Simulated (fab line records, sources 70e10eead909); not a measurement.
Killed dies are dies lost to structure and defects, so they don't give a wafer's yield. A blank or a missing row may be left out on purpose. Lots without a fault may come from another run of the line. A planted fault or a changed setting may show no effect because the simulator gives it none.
Chamber matching | flow nand_harc | NHARC_P_CONTACT_CMP_24 on cmp-02: 4 sister chambers
The step polishes, t overpolish 30 s, target thk 200 nm. 14 wafers are shown with their chamber, then 7 later ones without.

WAFERS WITH THEIR CHAMBER
wafer  | chamber | motor_current_A (A) | time_to_endpoint_s (s) | edge_zone_pressure_frac
L074.1 | 0       | 11.1                | 41.9                   | 1.009
L074.2 | 2       | 13.6                | 39.2                   | 1.003
L074.5 | 1       | 9.5                 | 40.3                   | 1.002
L078.1 | 0       | 10.6                | 42.9                   | 1.010
L078.2 | 3       | 13.6                | 40.9                   | 1.000
L078.5 | 2       | 13.6                | 40.0                   | 0.999
L084.2 | 3       | 13.9                | 43.7                   | 1.006
L084.4 | 0       | 11.0                | 42.6                   | 1.005
L084.6 | 3       | 13.4                | 41.1                   | 1.000
L086.3 | 1       | 10.0                | 43.1                   | 1.000
L086.4 | 2       | 13.9                | 41.1                   | 1.002
L086.6 | 0       | 10.8                | 44.6                   | 0.996
L090.3 | 1       | 9.7                 | 41.7                   | 1.001
L090.4 | 2       | 13.7                | 37.8                   | 1.003

SIGNATURES (means of the wafers above)
reading                 | chamber 0 | chamber 1 | chamber 2 | chamber 3 | scatter within a chamber
motor_current_A         | 10.875    | 9.733     | 13.700    | 13.633    | 0.215
time_to_endpoint_s      | 43.000    | 41.700    | 39.525    | 41.900    | 1.36
edge_zone_pressure_frac | 1.00500   | 1.00100   | 1.00175   | 1.00200   | 0.00398
Rule: a wafer's distance from a chamber is the root of the sum, over the readings, of the square of ((its reading less the chamber's mean) divided by the reading's scatter). The wafer belongs to the nearest chamber; if the next one is less than 2 further off, it can't be placed. The scatter: the root of (the sum of the squares of (reading less its chamber's mean) over the shown wafers, divided by (wafers less chambers)).

WAFERS WITHOUT THEIR CHAMBER
wafer  | motor_current_A (A) | time_to_endpoint_s (s) | edge_zone_pressure_frac
L090.5 | 10.9                | 40.7                   | 0.998
L093.3 | 13.5                | 43.0                   | 1.001
L093.4 | 11.0                | 42.2                   | 1.005
L093.5 | 14.4                | 40.8                   | 1.001
L097.3 | 13.2                | 40.6                   | 1.003
L097.4 | 10.7                | 43.8                   | 1.005
L097.6 | 10.7                | 40.8                   | 1.000

WHICH CHAMBER EACH WENT THROUGH
wafer  | from the rows above     | in truth
L090.5 | 0                       | 0
L093.3 | can't be placed: 3 or 2 | 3
L093.4 | 0                       | 0
L093.5 | can't be placed: 2 or 3 | 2
L097.3 | can't be placed: 3 or 2 | 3
L097.4 | 0                       | 0
L097.6 | 0                       | 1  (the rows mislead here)
Placed correctly: 3 of 7. Can't be placed from these rows: 3 (the true chamber is among the candidates in 3). Placed wrongly: 1.
